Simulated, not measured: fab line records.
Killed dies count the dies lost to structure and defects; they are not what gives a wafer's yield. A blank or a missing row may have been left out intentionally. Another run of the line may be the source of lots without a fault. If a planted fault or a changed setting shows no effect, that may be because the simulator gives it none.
What tool caused it? | flow n5_finfet | at 1 step of a route of 1938, 24 lots with 72 wafers sampled

## WHAT EACH GAUGE READ, for each wafer
N5_BEOL_M10_CD_MEAS_11: the cd target is 64.1 nm. Usual: cd_nm 63.6 nm, standard deviation 0.68.
lot  | measured     | on        | cd_nm (nm)     | flag
L074 | day 9 12:12  | cd_sem-02 | 63.3 63.1 63.2 |
L076 | day 9 23:24  | cd_sem-01 | 63.0 64.0 64.1 |
L075 | day 10 03:16 | cd_sem-02 | 64.0 64.4 63.9 |
L077 | day 10 11:22 | cd_sem-03 | 63.5 63.4 63.1 |
L078 | day 10 19:44 | cd_sem-02 | 62.3 62.7 63.2 |
L079 | day 11 02:00 | cd_sem-02 | 63.8 63.5 62.5 |
L081 | day 11 06:46 | cd_sem-01 | 63.2 64.5 64.5 |
L080 | day 11 16:56 | cd_sem-01 | 62.3 63.0 63.4 |
L082 | day 11 23:19 | cd_sem-02 | 63.8 63.8 63.8 |
L083 | day 12 06:14 | cd_sem-02 | 63.0 63.6 63.8 |
L084 | day 12 09:28 | cd_sem-02 | 63.7 63.2 63.6 |
L086 | day 12 19:32 | cd_sem-01 | 62.9 63.7 62.8 |
L088 | day 13 02:33 | cd_sem-01 | 64.2 65.1 64.8 |
L085 | day 13 02:47 | cd_sem-02 | 64.1 62.8 62.9 |
L087 | day 13 05:14 | cd_sem-01 | 64.4 64.2 63.9 |
L089 | day 13 12:07 | cd_sem-01 | 64.0 63.7 62.8 |
L091 | day 14 05:58 | cd_sem-03 | 63.5 62.8 62.6 |
L093 | day 14 18:38 | cd_sem-03 | 64.1 64.8 63.3 |
L090 | day 14 18:50 | cd_sem-01 | 63.8 64.8 63.7 |
L092 | day 15 01:29 | cd_sem-02 | 63.4 62.8 64.1 |
L094 | day 15 14:51 | cd_sem-02 | 63.0 64.6 62.8 |
L096 | day 15 17:37 | cd_sem-02 | 64.6 63.5 64.3 |
L095 | day 15 18:17 | cd_sem-02 | 63.4 64.1 63.8 |
L097 | day 16 03:28 | cd_sem-03 | 63.2 64.2 63.8 |

## WHICH TOOL RAN EACH LOT (tool, then ch and the chambers of the sampled wafers, then the start)
No process step before these readings appears in the record.

## AS READ BY THE TOOLS THEMSELVES (means over the sampled wafers that have a number; for cases with no such wafer, the mark the record gives instead)
The record holds no such reading with a usual standard deviation.

## THE ANSWER, worked out from the rows above alone
Rule: take the mean of a lot's wafers that have a number; if it is more than 3 standard deviations from the usual mean, the lot is off. A lot without any number at a reading at which 4 lots or more have one is off too. All remaining lots with rows at the step are treated as sound. The gauges are gone through in route order, then the tools' own readings, and for those a lot's mean is taken as printed above. The first step at which some lot is off is used, and at that step the reading that is off furthest; a lot without a number counts as furthest.
No lot is off on any of the readings shown, so nothing can be concluded from this.

## WHAT HAD BEEN PUT IN BY THE SIMULATOR
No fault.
